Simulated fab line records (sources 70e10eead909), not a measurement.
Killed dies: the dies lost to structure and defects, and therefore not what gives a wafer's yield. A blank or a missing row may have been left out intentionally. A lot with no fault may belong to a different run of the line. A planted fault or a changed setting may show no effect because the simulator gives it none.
Chamber matching	flow nand_harc	ald_metal-02 running NHARC_P_CONTACT_ALD_22: 4 sister chambers
The step deposits TiN, target thk 3 nm, pulse time 1 s, ald cycles 150. 8 wafers are shown with their chamber, then 9 later ones without.

## EACH WAFER AND ITS CHAMBER
wafer	chamber	heater_power_outer_w (W)	heater_power_w (W)
L082.4	3	631	956
L082.6	0	603	1014
L084.1	1	669	1007
L084.2	0	617	983
L084.4	2	631	975
L087.1	2	620	990
L087.2	1	671	1039
L087.3	3	637	980

## WAFERS WITHOUT THEIR CHAMBER
wafer	heater_power_outer_w (W)	heater_power_w (W)
L092.1	629	986
L092.4	623	998
L092.6	615	997
L094.3	630	1025
L094.4	660	1035
L094.6	611	1042
L097.3	620	979
L097.4	636	965
L097.6	640	983

## WHICH CHAMBER EACH WENT THROUGH
wafer	from the rows above	in truth
L092.1	can't be placed: 2 or 3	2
L092.4	can't be placed: 2 or 0 or 3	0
L092.6	can't be placed: 0 or 2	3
L094.3	can't be placed: 2 or 3 or 0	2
L094.4	1	1
L094.6	can't be placed: 0 or 2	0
L097.3	can't be placed: 2 or 0 or 3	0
L097.4	can't be placed: 3 or 2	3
L097.6	can't be placed: 3 or 2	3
Placed correctly: 1 of 9. Cannot be placed on the basis of these rows: 8; the candidates contain the true chamber in 7. Placed wrongly: 0.
How it was worked out, from the rows above alone: a wafer's distance from a chamber is the root of the sum, over the readings, of the square of ((its reading less the chamber's mean) divided by the reading's scatter). The wafer belongs to the nearest chamber; if the next one is less than 2 further off, it can't be placed. Each chamber's mean is taken over the wafers shown for it. The scatter: take each reading less its chamber's mean, square it, sum over the shown wafers, divide by the number of wafers less the number of chambers, and take the root.
